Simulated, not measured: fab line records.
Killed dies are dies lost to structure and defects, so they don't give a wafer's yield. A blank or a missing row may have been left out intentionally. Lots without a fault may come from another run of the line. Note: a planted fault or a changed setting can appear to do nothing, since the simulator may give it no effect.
Which tool did it?	flow n5 finfet	9 lots with 27 wafers sampled at 5 steps, on a route of 1938 steps

== WHAT EACH GAUGE READ, for each wafer ==
N5_MOL_CONTACT_COAG_THK_MEAS_53.
lot	measured	on	VIA_MOL_THK (nm)
L581	day 5 17:56	film metro-02	44.0 43.7 43.9
L582	day 6 01:14	film metro-02	43.5 43.5 44.7
L583	day 6 10:57	film metro-02	44.1 43.4 44.3
L586	day 7 03:17	film metro-01	34.8 43.7 44.8
L596	day 9 13:46	film metro-01	44.2 44.8 44.3
L597	day 9 20:37	film metro-01	44.7 44.1 45.0
L600	day 10 12:12	film metro-02	43.1 44.2 45.0
L601	day 11 00:43	film metro-02	43.2 44.2 44.6
L602	day 11 10:33	film metro-02	43.4 44.0 44.5

== WHICH TOOL RAN EACH LOT (tool, then ch and the chambers of the sampled wafers, then the start) ==
lot	N5_MOL_CONTACT_COAG_ETCH_59	N5_MOL_CONTACT_COAG_TI_SIL_19	N5_MOL_CONTACT_COAG_ALD_123	N5_MOL_CONTACT_COAG_PECVD_31
L581	rie diel-05 ch 0,1,2, day 5 03:37	pvd sputter-01, day 5 04:57	ald sin-04 ch 1,2,3, day 5 13:52	pecvd-03 ch 0,1, day 5 14:22
L582	rie diel-01 ch 1,3, day 5 09:38	pvd sputter-01, day 5 10:31	ald sin-04 ch 0,3, day 5 21:10	pecvd-02 ch 0,1,2, day 5 21:41
L583	rie diel-05 ch 0,3, day 5 20:53	pvd sputter-01, day 5 23:01	ald sin-01 ch 1,2,3, day 6 06:53	pecvd-02 ch 1,2, day 6 07:23
L586	rie diel-05 ch 0,2,3, day 6 13:24	pvd sputter-03, day 6 14:19	ald sin-03 ch 0,1,2, day 6 22:46	pecvd-02 ch 0,1,2, day 6 23:16
L596	rie diel-06 ch 0,2,3, day 9 00:42	pvd sputter-01, day 9 03:23	ald sin-03 ch 2,3, day 9 09:40	pecvd-03 ch 0,1,2, day 9 10:10
L597	rie diel-01 ch 0,1,3, day 9 05:47	pvd sputter-03, day 9 07:17	ald sin-03 ch 1,2, day 9 14:56	pecvd-03 ch 1,2, day 9 15:27
L600	rie diel-05 ch 0,1, day 9 22:28	pvd sputter-03, day 10 00:54	ald sin-04 ch 0,2,3, day 10 08:16	pecvd-02 ch 0,1, day 10 08:46
L601	rie diel-01 ch 0,2,3, day 10 13:06	pvd sputter-03, day 10 14:05	ald sin-03 ch 1,2,3, day 10 20:23	pecvd-04 ch 0,1,2, day 10 20:53
L602	rie diel-06 ch 0,1,2, day 10 15:44	pvd sputter-03, day 10 20:04	ald sin-04 ch 0,1,3, day 11 05:13	pecvd-04 ch 0,1, day 11 05:43
- N5_MOL_CONTACT_COAG_ETCH_59: etches underlayer in N2/H2, target depth 13 nm, time 10.4 s.
- N5_MOL_CONTACT_COAG_TI_SIL_19: material Ti, target thk 4.2 nm, time 15 s.
- N5_MOL_CONTACT_COAG_ALD_123: deposits SiNx, target thk 5 nm, pulse time 1 s, purge time 2 s.
- N5_MOL_CONTACT_COAG_PECVD_31: deposits SiO2 from TEOS/O2, target thk 46 nm, time 8.9 s.

== THE ANSWER, worked out from the rows above alone ==
Rule: what is usual is taken from the lots themselves. Put in order of their means at a reading, lots are off if they are a third of the lots or fewer, leave a main group of 4 or more, and stand apart from it by a gap of 3 or more times the standard deviation of the main group's means; of several such gaps the widest counts. The tables above print the reading to a certain number of digits; a main group whose means all agree to those digits is not used. A lot without any number at a reading at which 4 lots or more have one is off too. The other lots that the step has rows for count as sound.
Off: L586, at N5_MOL_CONTACT_COAG_THK_MEAS_53 (VIA_MOL_THK). For the main group the mean is 44.1 nm and the standard deviation 0.25.
A tool fits if, at a process step before that reading, it ran every lot that is off, and no sound lot after the first of them. The gauges at N5_MOL_CONTACT_COAG_THK_MEAS_53 are tried like those tools. Of those tried, none fits.

== WHAT THE SIMULATOR PUT IN ==
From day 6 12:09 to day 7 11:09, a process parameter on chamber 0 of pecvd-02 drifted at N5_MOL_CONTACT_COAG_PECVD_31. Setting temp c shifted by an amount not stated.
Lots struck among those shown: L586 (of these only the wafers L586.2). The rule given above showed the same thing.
